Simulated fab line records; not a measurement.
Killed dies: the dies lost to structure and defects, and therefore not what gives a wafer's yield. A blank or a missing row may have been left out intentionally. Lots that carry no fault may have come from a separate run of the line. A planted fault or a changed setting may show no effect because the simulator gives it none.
Split-lot experiment ; flow n5Finfet ; 21 wafers read across 7 lots, on a route 1938 steps long

== THE SPLIT ITSELF ==
At N5_BEOL_M3_ILD_DEP_00 (deposits SiOC from DEMS/O2, target thk 79 nm, time 15.3 s), the setting timeS was moved away from the recipe's 15.3 s on 7 of the 21 wafers read, by -13.6% to +12.7%. The other wafers ran this setting at the recipe's value.

There is no step in the file separating the split from the reading.

== THE READING ==
M3_ILD_THK in nanometres, read at N5_BEOL_M3_THK_MEAS_01. Fault-free wafers of this fab line usually give 79.0 nm, standard deviation 0.94 nm.

wafer;tool, chamber at the split;timeS as run, s;against the recipe;M3_ILD_THK, nm;against lot-mates on the recipe
L075.1;pecvd-03, 0;13.22;-13.6%;67.1;no lot-mate on the recipe
L075.2;pecvd-03, 2;13.22;-13.6%;68.1;no lot-mate on the recipe
L075.3;pecvd-03, 1;13.22;-13.6%;68.1;no lot-mate on the recipe
L074.1;pecvd-04, 0;15.3;recipe;78.7;-
L074.2;pecvd-04, 2;15.3;recipe;77.6;-
L074.5;pecvd-04, 2;16.59;+8.4%;84.8;+6.6
L078.1;pecvd-03, 0;15.3;recipe;78.8;-
L078.4;pecvd-03, 1;15.3;recipe;79.1;-
L078.5;pecvd-03, 0;15.3;recipe;79.1;-
L083.3;pecvd-02, 2;16.02;+4.7%;82.1;+3.2
L083.5;pecvd-02, 1;16.02;+4.7%;83.4;+4.5
L083.6;pecvd-02, 2;15.3;recipe;78.9;-
L094.1;pecvd-02, 0;15.3;recipe;78.8;-
L094.2;pecvd-02, 1;15.3;recipe;79.4;-
L094.3;pecvd-02, 2;15.3;recipe;78.1;-
L096.2;pecvd-04, 2;15.3;recipe;78.2;-
L096.3;pecvd-04, 0;15.3;recipe;79.2;-
L096.4;pecvd-04, 1;15.3;recipe;80.0;-
L097.3;pecvd-02, 2;15.3;recipe;78.3;-
L097.4;pecvd-02, 2;15.3;recipe;78.8;-
L097.5;pecvd-02, 0;17.25;+12.7%;89.6;+11.0

THE FIT
A straight line over all 21 wafers: M3_ILD_THK changes by +0.811 nm for each +1% of timeS; r = +0.99; the points scatter about the line by 0.61 nm.
The same after taking each lot's own level away (the mean of its wafers on the recipe; 18 wafers): +0.841 nm for each +1%; r = +0.99; scatter 0.53 nm.
Per that fit: largest timeS move, reading shift of 11 nm.
Measured against the standard deviation above, the lots' own levels, which go from 78.15 to 79.13 nm, span 1.0 times it.
Hence the lot-to-lot level has little effect on the slope; both slopes agree.
Check: for one of the wafers moved furthest among these (+12.7%), held out of the fit, the line's prediction against its lot-mates is +10.2 nm. Against them it came out at +11 nm.

== OTHER SPLITS APPLIED TO THESE WAFERS ==
Before the reading, these wafers also passed through other splits. Each is held against what the fit with the lots' levels taken away leaves over:
other split on the same wafers;wafers away from the commonest value;r with M3_ILD_THK (lot level and that fit taken away)
N5_MOL_CONTACT_COAG_ETCH_47 sourceW;8;-0.27
N5_BEOL_M0_SAQP_ILD_DEP_01 timeS;8;+0.17
N5_BEOL_M0_SAQP_COAT_08 spinRpm;4;-0.15
N5_BEOL_M0_ETCH_109 biasW;10;+0.19
N5_BEOL_M1_CMP_52 downForcePsi;9;-0.04
N5_BEOL_M2_COAT_67 spinRpm;3;-0.10
N5_BEOL_M2_EXPOSE_25 doseMj;6;+0.08

== THE WHOLE CHAIN: every reading that the file lists as answering this split, in the file's order ==
step;what it does;reading;change (the file's fit);r (the file's)
N5_BEOL_M3_ILD_DEP_00;deposits SiOC from DEMS/O2, target thk 79 nm, time 15.3 s;SiOC_of_BEOL_M3_ILD_DEP_00.thkNm (the simulator's own value, which no gauge read);+0.84 nm for each +1% of the setting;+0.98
N5_BEOL_M3_THK_MEAS_01;;M3_ILD_THK;+0.839 for each +1% of the setting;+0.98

== THE FILE'S OWN FIT ==
M3_ILD_THK changes by +0.839 nm for each +1% of timeS, r = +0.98.
